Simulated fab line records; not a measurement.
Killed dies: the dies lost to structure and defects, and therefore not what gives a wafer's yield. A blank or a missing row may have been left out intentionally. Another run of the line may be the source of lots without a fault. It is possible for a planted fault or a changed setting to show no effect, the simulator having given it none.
Which of the tools did it? || flow n5_finfet || 11 lots, 32 wafers sampled, at 5 steps of a route of 1938

WHAT THE GAUGES SHOWED, per wafer
N5_BEOL_M4_RC_MEAS_101. Usual: DIBL_N 35.0 mV/V, standard deviation 2.4; DIBL_P 35.4 mV/V, standard deviation 2.8; IOFF_N 0.14 nA/um, standard deviation 0.045; IOFF_P 0.20 nA/um, standard deviation 0.048; ION_N 667 uA/um, standard deviation 19; ION_P 460 uA/um, standard deviation 11; SS_N 71.2 mV/dec, standard deviation 0.71; SS_P 73.1 mV/dec, standard deviation 0.86; VT_N 252 mV, standard deviation 4.6; VT_P -251 mV, standard deviation 3.4.
{"lot": "L983", "measured": "day 8 14:15", "on": "prober-02", "DIBL_N (mV/V)": "37.4 37.7 38.5", "DIBL_P (mV/V)": "38.2 37.8 39.6", "IOFF_N (nA/um)": "0.21 0.21 0.21", "IOFF_P (nA/um)": "0.25 0.24 0.27", "ION_N (uA/um)": "689 677 676", "ION_P (uA/um)": "473 462 464", "SS_N (mV/dec)": "72.0 71.7 71.7", "SS_P (mV/dec)": "73.7 74.5 74.2", "VT_N (mV)": "246 246 247", "VT_P (mV)": "-248 -248 -248", "flag": ""}
{"lot": "L985", "measured": "day 9 04:11", "on": "prober-02", "DIBL_N (mV/V)": "34.8 33.5 35.7", "DIBL_P (mV/V)": "34.9 33.0 36.4", "IOFF_N (nA/um)": "0.17 0.13 0.19", "IOFF_P (nA/um)": "0.21 0.18 0.23", "ION_N (uA/um)": "677 674 686", "ION_P (uA/um)": "460 463 464", "SS_N (mV/dec)": "71.0 71.2 71.5", "SS_P (mV/dec)": "72.8 72.3 73.9", "VT_N (mV)": "250 253 247", "VT_P (mV)": "-250 -250 -249", "flag": ""}
{"lot": "L987", "measured": "day 9 12:47", "on": "prober-02", "DIBL_N (mV/V)": "35.1 37.5 36.2", "DIBL_P (mV/V)": "33.5 37.5 37.8", "IOFF_N (nA/um)": "0.12 0.18 0.16", "IOFF_P (nA/um)": "0.18 0.23 0.27", "ION_N (uA/um)": "644 682 666", "ION_P (uA/um)": "447 466 462", "SS_N (mV/dec)": "71.4 71.3 71.3", "SS_P (mV/dec)": "72.5 74.2 73.7", "VT_N (mV)": "254 248 251", "VT_P (mV)": "-253 -246 -248", "flag": ""}
{"lot": "L990", "measured": "day 10 11:07", "on": "prober-02", "DIBL_N (mV/V)": "34.3 30.9 33.7", "DIBL_P (mV/V)": "34.2 31.0 33.4", "IOFF_N (nA/um)": "0.13 0.09 0.12", "IOFF_P (nA/um)": "0.17 0.13 0.16", "ION_N (uA/um)": "663 653 652", "ION_P (uA/um)": "458 452 451", "SS_N (mV/dec)": "71.1 69.9 70.4", "SS_P (mV/dec)": "72.9 71.7 72.2", "VT_N (mV)": "251 259 254", "VT_P (mV)": "-251 -255 -253", "flag": ""}
{"lot": "L991", "measured": "day 10 13:55", "on": "prober-01", "DIBL_N (mV/V)": "38.7 35.9 34.5", "DIBL_P (mV/V)": "37.5 35.9 33.4", "IOFF_N (nA/um)": "0.18 0.15 0.12", "IOFF_P (nA/um)": "0.22 0.21 0.16", "ION_N (uA/um)": "668 667 667", "ION_P (uA/um)": "449 465 455", "SS_N (mV/dec)": "72.1 70.9 70.5", "SS_P (mV/dec)": "74.2 74.0 72.8", "VT_N (mV)": "247 247 255", "VT_P (mV)": "-251 -250 -255", "flag": ""}
{"lot": "L996", "measured": "day 11 16:36", "on": "prober-02", "DIBL_N (mV/V)": "34.4 29.6 33.6", "DIBL_P (mV/V)": "35.0 28.2 33.9", "IOFF_N (nA/um)": "0.13 0.07 0.12", "IOFF_P (nA/um)": "0.22 0.13 0.20", "ION_N (uA/um)": "682 629 671", "ION_P (uA/um)": "480 446 471", "SS_N (mV/dec)": "71.5 69.8 70.3", "SS_P (mV/dec)": "72.7 70.5 72.4", "VT_N (mV)": "251 260 253", "VT_P (mV)": "-248 -255 -247", "flag": ""}
{"lot": "L997", "measured": "day 12 12:14", "on": "prober-01", "DIBL_N (mV/V)": "31.3 36.8 31.7", "DIBL_P (mV/V)": "32.2 38.9 32.6", "IOFF_N (nA/um)": "0.10 0.18 0.11", "IOFF_P (nA/um)": "0.15 0.23 0.15", "ION_N (uA/um)": "637 653 669", "ION_P (uA/um)": "439 448 461", "SS_N (mV/dec)": "71.1 72.3 70.9", "SS_P (mV/dec)": "71.9 73.9 72.4", "VT_N (mV)": "255 250 253", "VT_P (mV)": "-255 -253 -256", "flag": ""}
{"lot": "L999", "measured": "day 12 12:53", "on": "prober-02", "DIBL_N (mV/V)": "39.2 34.4 37.5", "DIBL_P (mV/V)": "41.4 30.3 36.4", "IOFF_N (nA/um)": "0.22 0.11 0.17", "IOFF_P (nA/um)": "0.33 0.14 0.21", "ION_N (uA/um)": "688 631 666", "ION_P (uA/um)": "483 437 456", "SS_N (mV/dec)": "71.9 71.8 71.4", "SS_P (mV/dec)": "74.8 72.3 74.4", "VT_N (mV)": "243 258 249", "VT_P (mV)": "-246 -258 -252", "flag": ""}
{"lot": "L100", "measured": "day 12 18:19", "on": "prober-01", "DIBL_N (mV/V)": "31.2 35.9 32.0", "DIBL_P (mV/V)": "31.0 34.0 33.4", "IOFF_N (nA/um)": "0.07 0.13 0.08", "IOFF_P (nA/um)": "0.13 0.16 0.18", "ION_N (uA/um)": "635 634 628", "ION_P (uA/um)": "448 435 445", "SS_N (mV/dec)": "70.2 71.8 71.0", "SS_P (mV/dec)": "72.3 72.8 72.4", "VT_N (mV)": "263 257 260", "VT_P (mV)": "-256 -255 -252", "flag": ""}
{"lot": "L101", "measured": "day 12 19:49", "on": "prober-02", "DIBL_N (mV/V)": "33.8 37.8 33.6", "DIBL_P (mV/V)": "35.2 39.5 34.3", "IOFF_N (nA/um)": "0.10 0.16 0.10", "IOFF_P (nA/um)": "0.16 0.23 0.16", "ION_N (uA/um)": "665 661 664", "ION_P (uA/um)": "462 454 458", "SS_N (mV/dec)": "71.1 72.3 72.0", "SS_P (mV/dec)": "72.1 73.1 72.7", "VT_N (mV)": "259 252 258", "VT_P (mV)": "-256 -250 -255", "flag": ""}
{"lot": "L103", "measured": "day 13 23:25", "on": "prober-01", "DIBL_N (mV/V)": "34.6 33.8", "DIBL_P (mV/V)": "35.6 34.3", "IOFF_N (nA/um)": "0.14 0.11", "IOFF_P (nA/um)": "0.20 0.17", "ION_N (uA/um)": "681 656", "ION_P (uA/um)": "471 450", "SS_N (mV/dec)": "70.7 70.9", "SS_P (mV/dec)": "73.5 73.0", "VT_N (mV)": "251 256", "VT_P (mV)": "-252 -256", "flag": ""}

TOOL THAT RAN EACH LOT (tool first, then ch and the chambers of the sampled wafers, then the start)
{"lot": "L983", "N5_BEOL_M1_ANNEAL_80": "pvd_sputter-01, day 7 03:37", "N5_BEOL_M1_SPUTTER_88": "pvd_sputter-01, day 7 04:11", "N5_BEOL_M1_SPUTTER_94": "pvd_sputter-01, day 7 04:51", "N5_BEOL_M1_CO_CAP_55": "cvd_co-01 ch 0,1,2, day 7 05:56"}
{"lot": "L985", "N5_BEOL_M1_ANNEAL_80": "pvd_sputter-02, day 7 20:01", "N5_BEOL_M1_SPUTTER_88": "pvd_sputter-02, day 7 20:36", "N5_BEOL_M1_SPUTTER_94": "pvd_sputter-02, day 7 21:16", "N5_BEOL_M1_CO_CAP_55": "cvd_co-02 ch 0,1,2, day 7 22:23"}
{"lot": "L987", "N5_BEOL_M1_ANNEAL_80": "pvd_sputter-02, day 7 21:54", "N5_BEOL_M1_SPUTTER_88": "pvd_sputter-02, day 7 22:29", "N5_BEOL_M1_SPUTTER_94": "pvd_sputter-02, day 7 23:08", "N5_BEOL_M1_CO_CAP_55": "cvd_co-01 ch 0,1,2, day 8 00:20"}
{"lot": "L990", "N5_BEOL_M1_ANNEAL_80": "pvd_sputter-01, day 8 22:55", "N5_BEOL_M1_SPUTTER_88": "pvd_sputter-01, day 8 23:30", "N5_BEOL_M1_SPUTTER_94": "pvd_sputter-01, day 9 00:10", "N5_BEOL_M1_CO_CAP_55": "cvd_co-02 ch 0,1,2, day 9 01:17"}
{"lot": "L991", "N5_BEOL_M1_ANNEAL_80": "pvd_sputter-02, day 9 04:47", "N5_BEOL_M1_SPUTTER_88": "pvd_sputter-02, day 9 05:22", "N5_BEOL_M1_SPUTTER_94": "pvd_sputter-02, day 9 06:02", "N5_BEOL_M1_CO_CAP_55": "cvd_co-01 ch 0,1,2, day 9 07:07"}
{"lot": "L996", "N5_BEOL_M1_ANNEAL_80": "pvd_sputter-01, day 10 06:10", "N5_BEOL_M1_SPUTTER_88": "pvd_sputter-01, day 10 06:45", "N5_BEOL_M1_SPUTTER_94": "pvd_sputter-01, day 10 07:25", "N5_BEOL_M1_CO_CAP_55": "cvd_co-02 ch 0,1, day 10 08:30"}
{"lot": "L997", "N5_BEOL_M1_ANNEAL_80": "pvd_sputter-01, day 10 13:55", "N5_BEOL_M1_SPUTTER_88": "pvd_sputter-01, day 10 14:29", "N5_BEOL_M1_SPUTTER_94": "pvd_sputter-01, day 10 15:09", "N5_BEOL_M1_CO_CAP_55": "cvd_co-02 ch 0,2, day 10 16:14"}
{"lot": "L999", "N5_BEOL_M1_ANNEAL_80": "pvd_sputter-01, day 11 01:11", "N5_BEOL_M1_SPUTTER_88": "pvd_sputter-01, day 11 01:46", "N5_BEOL_M1_SPUTTER_94": "pvd_sputter-01, day 11 02:26", "N5_BEOL_M1_CO_CAP_55": "cvd_co-02 ch 0,1,2, day 11 03:32"}
{"lot": "L100", "N5_BEOL_M1_ANNEAL_80": "pvd_sputter-02, day 11 10:19", "N5_BEOL_M1_SPUTTER_88": "pvd_sputter-02, day 11 10:54", "N5_BEOL_M1_SPUTTER_94": "pvd_sputter-02, day 11 11:34", "N5_BEOL_M1_CO_CAP_55": "cvd_co-01 ch 0,1,2, day 11 12:44"}
{"lot": "L101", "N5_BEOL_M1_ANNEAL_80": "pvd_sputter-01, day 11 11:34", "N5_BEOL_M1_SPUTTER_88": "pvd_sputter-01, day 11 12:08", "N5_BEOL_M1_SPUTTER_94": "pvd_sputter-01, day 11 12:48", "N5_BEOL_M1_CO_CAP_55": "cvd_co-02 ch 0,2, day 11 13:53"}
{"lot": "L103", "N5_BEOL_M1_ANNEAL_80": "pvd_sputter-01, day 12 11:13", "N5_BEOL_M1_SPUTTER_88": "pvd_sputter-01, day 12 11:47", "N5_BEOL_M1_SPUTTER_94": "pvd_sputter-01, day 12 12:27", "N5_BEOL_M1_CO_CAP_55": "cvd_co-02 ch 2, day 12 14:11"}
- N5_BEOL_M1_ANNEAL_80: time 240 s.
- N5_BEOL_M1_SPUTTER_88: material Cu, target thk 4.5 nm, time 8.29 s.
- N5_BEOL_M1_SPUTTER_94: material Cu, target thk 4.5 nm, time 8.29 s.
- N5_BEOL_M1_CO_CAP_55: material Co, precursor CCTBA/H2, target thk 2 nm, time 102.1 s.

AS READ BY THE TOOLS THEMSELVES (means over the sampled wafers that have a number; for cases with no such wafer, the mark the record gives instead)
N5_BEOL_M1_ANNEAL_80. Usual: 857 W for heater_power_w, sd 110.
{"lot": "L983", "tool": "pvd_sputter-01", "heater_power_w (W)": 821, "flag": ""}
{"lot": "L985", "tool": "pvd_sputter-02", "heater_power_w (W)": 915, "flag": ""}
{"lot": "L987", "tool": "pvd_sputter-02", "heater_power_w (W)": 928, "flag": ""}
{"lot": "L990", "tool": "pvd_sputter-01", "heater_power_w (W)": 791, "flag": ""}
{"lot": "L991", "tool": "pvd_sputter-02", "heater_power_w (W)": 889, "flag": ""}
{"lot": "L996", "tool": "pvd_sputter-01", "heater_power_w (W)": 857, "flag": ""}
{"lot": "L997", "tool": "pvd_sputter-01", "heater_power_w (W)": 802, "flag": ""}
{"lot": "L999", "tool": "pvd_sputter-01", "heater_power_w (W)": 793, "flag": ""}
{"lot": "L100", "tool": "pvd_sputter-02", "heater_power_w (W)": 946, "flag": ""}
{"lot": "L101", "tool": "pvd_sputter-01", "heater_power_w (W)": 775, "flag": ""}
{"lot": "L103", "tool": "pvd_sputter-01", "heater_power_w (W)": 755, "flag": ""}

N5_BEOL_M1_SPUTTER_88. Usual: chamber_pressure_pa 0.06998 Pa, standard deviation 0.00014; chuck_gas_flow_sccm 1.26 sccm, standard deviation 0.054; throttle_valve_pct 30.1 %, standard deviation 1.3.
{"lot": "L983", "tool": "pvd_sputter-01", "chamber_pressure_pa (Pa)": 0.07004, "chuck_gas_flow_sccm (sccm)": 1.30, "throttle_valve_pct (%)": 29.7, "flag": ""}
{"lot": "L985", "tool": "pvd_sputter-02", "chamber_pressure_pa (Pa)": 0.06997, "chuck_gas_flow_sccm (sccm)": 1.31, "throttle_valve_pct (%)": 30.9, "flag": ""}
{"lot": "L987", "tool": "pvd_sputter-02", "chamber_pressure_pa (Pa)": 0.07008, "chuck_gas_flow_sccm (sccm)": 1.33, "throttle_valve_pct (%)": 30.2, "flag": ""}
{"lot": "L990", "tool": "pvd_sputter-01", "chamber_pressure_pa (Pa)": 0.06991, "chuck_gas_flow_sccm (sccm)": 1.22, "throttle_valve_pct (%)": 29.8, "flag": ""}
{"lot": "L991", "tool": "pvd_sputter-02", "chamber_pressure_pa (Pa)": 0.06997, "chuck_gas_flow_sccm (sccm)": 1.26, "throttle_valve_pct (%)": 29.9, "flag": ""}
{"lot": "L996", "tool": "pvd_sputter-01", "chamber_pressure_pa (Pa)": 0.06999, "chuck_gas_flow_sccm (sccm)": 1.27, "throttle_valve_pct (%)": 29.6, "flag": ""}
{"lot": "L997", "tool": "pvd_sputter-01", "chamber_pressure_pa (Pa)": 0.07009, "chuck_gas_flow_sccm (sccm)": 1.20, "throttle_valve_pct (%)": 29.6, "flag": ""}
{"lot": "L999", "tool": "pvd_sputter-01", "chamber_pressure_pa (Pa)": 0.07003, "chuck_gas_flow_sccm (sccm)": 1.29, "throttle_valve_pct (%)": 29.7, "flag": ""}
{"lot": "L100", "tool": "pvd_sputter-02", "chamber_pressure_pa (Pa)": 0.06993, "chuck_gas_flow_sccm (sccm)": 1.29, "throttle_valve_pct (%)": 30.6, "flag": ""}
{"lot": "L101", "tool": "pvd_sputter-01", "chamber_pressure_pa (Pa)": 0.07005, "chuck_gas_flow_sccm (sccm)": 1.26, "throttle_valve_pct (%)": 28.9, "flag": ""}
{"lot": "L103", "tool": "pvd_sputter-01", "chamber_pressure_pa (Pa)": 0.06994, "chuck_gas_flow_sccm (sccm)": 1.23, "throttle_valve_pct (%)": 29.1, "flag": ""}

N5_BEOL_M1_SPUTTER_94. Usual: chamber_pressure_pa 0.07001 Pa, standard deviation 0.00014; chuck_gas_flow_sccm 1.26 sccm, standard deviation 0.054; throttle_valve_pct 30.1 %, standard deviation 1.3.
{"lot": "L983", "tool": "pvd_sputter-01", "chamber_pressure_pa (Pa)": 0.06998, "chuck_gas_flow_sccm (sccm)": 1.23, "throttle_valve_pct (%)": 29.6, "flag": ""}
{"lot": "L985", "tool": "pvd_sputter-02", "chamber_pressure_pa (Pa)": 0.06998, "chuck_gas_flow_sccm (sccm)": 1.30, "throttle_valve_pct (%)": 30.9, "flag": ""}
{"lot": "L987", "tool": "pvd_sputter-02", "chamber_pressure_pa (Pa)": 0.07004, "chuck_gas_flow_sccm (sccm)": 1.21, "throttle_valve_pct (%)": 30.1, "flag": ""}
{"lot": "L990", "tool": "pvd_sputter-01", "chamber_pressure_pa (Pa)": "-", "chuck_gas_flow_sccm (sccm)": "-", "throttle_valve_pct (%)": "-", "flag": "OFF"}
{"lot": "L991", "tool": "pvd_sputter-02", "chamber_pressure_pa (Pa)": "-", "chuck_gas_flow_sccm (sccm)": "-", "throttle_valve_pct (%)": "-", "flag": "OFF"}
{"lot": "L996", "tool": "pvd_sputter-01", "chamber_pressure_pa (Pa)": 0.07009, "chuck_gas_flow_sccm (sccm)": 1.25, "throttle_valve_pct (%)": 29.7, "flag": ""}
{"lot": "L997", "tool": "pvd_sputter-01", "chamber_pressure_pa (Pa)": 0.06997, "chuck_gas_flow_sccm (sccm)": 1.28, "throttle_valve_pct (%)": 29.9, "flag": ""}
{"lot": "L999", "tool": "pvd_sputter-01", "chamber_pressure_pa (Pa)": 0.07012, "chuck_gas_flow_sccm (sccm)": 1.26, "throttle_valve_pct (%)": 29.7, "flag": ""}
{"lot": "L100", "tool": "pvd_sputter-02", "chamber_pressure_pa (Pa)": 0.06988, "chuck_gas_flow_sccm (sccm)": 1.27, "throttle_valve_pct (%)": 30.4, "flag": ""}
{"lot": "L101", "tool": "pvd_sputter-01", "chamber_pressure_pa (Pa)": 0.06995, "chuck_gas_flow_sccm (sccm)": 1.29, "throttle_valve_pct (%)": 29.1, "flag": ""}
{"lot": "L103", "tool": "pvd_sputter-01", "chamber_pressure_pa (Pa)": 0.07010, "chuck_gas_flow_sccm (sccm)": 1.28, "throttle_valve_pct (%)": 29.0, "flag": ""}

N5_BEOL_M1_CO_CAP_55. Usual: 220 W for heater_power_w, sd 12.
{"lot": "L983", "tool": "cvd_co-01", "heater_power_w (W)": 225, "flag": ""}
{"lot": "L985", "tool": "cvd_co-02", "heater_power_w (W)": 215, "flag": ""}
{"lot": "L987", "tool": "cvd_co-01", "heater_power_w (W)": 224, "flag": ""}
{"lot": "L990", "tool": "cvd_co-02", "heater_power_w (W)": 218, "flag": ""}
{"lot": "L991", "tool": "cvd_co-01", "heater_power_w (W)": 227, "flag": ""}
{"lot": "L996", "tool": "cvd_co-02", "heater_power_w (W)": 229, "flag": ""}
{"lot": "L997", "tool": "cvd_co-02", "heater_power_w (W)": 222, "flag": ""}
{"lot": "L999", "tool": "cvd_co-02", "heater_power_w (W)": 219, "flag": ""}
{"lot": "L100", "tool": "cvd_co-01", "heater_power_w (W)": 228, "flag": ""}
{"lot": "L101", "tool": "cvd_co-02", "heater_power_w (W)": 219, "flag": ""}
{"lot": "L103", "tool": "cvd_co-02", "heater_power_w (W)": 206, "flag": ""}

THE ANSWER, worked out from the rows above alone
Rule: take the mean of a lot's wafers that have a number; if it is more than 3 standard deviations from the usual mean, the lot is off. A lot without any number at a reading at which 4 lots or more have one is off too. All remaining lots with rows at the step are treated as sound. First the gauges in route order, then the tools' own readings, where a lot's mean is used as printed above. At the first step where some lot is off, the reading lying furthest off is the one used; lots without a number count as furthest.
Off: L990, L991 (N5_BEOL_M1_SPUTTER_94, chamber_pressure_pa). Without a number there: L990, L991.
If a tool, at that step or one of the process steps before it, ran each lot that is off and ran no sound lot following the first of them, it fits. Not one of the candidates tried fits.

WHAT HAD BEEN PUT IN BY THE SIMULATOR
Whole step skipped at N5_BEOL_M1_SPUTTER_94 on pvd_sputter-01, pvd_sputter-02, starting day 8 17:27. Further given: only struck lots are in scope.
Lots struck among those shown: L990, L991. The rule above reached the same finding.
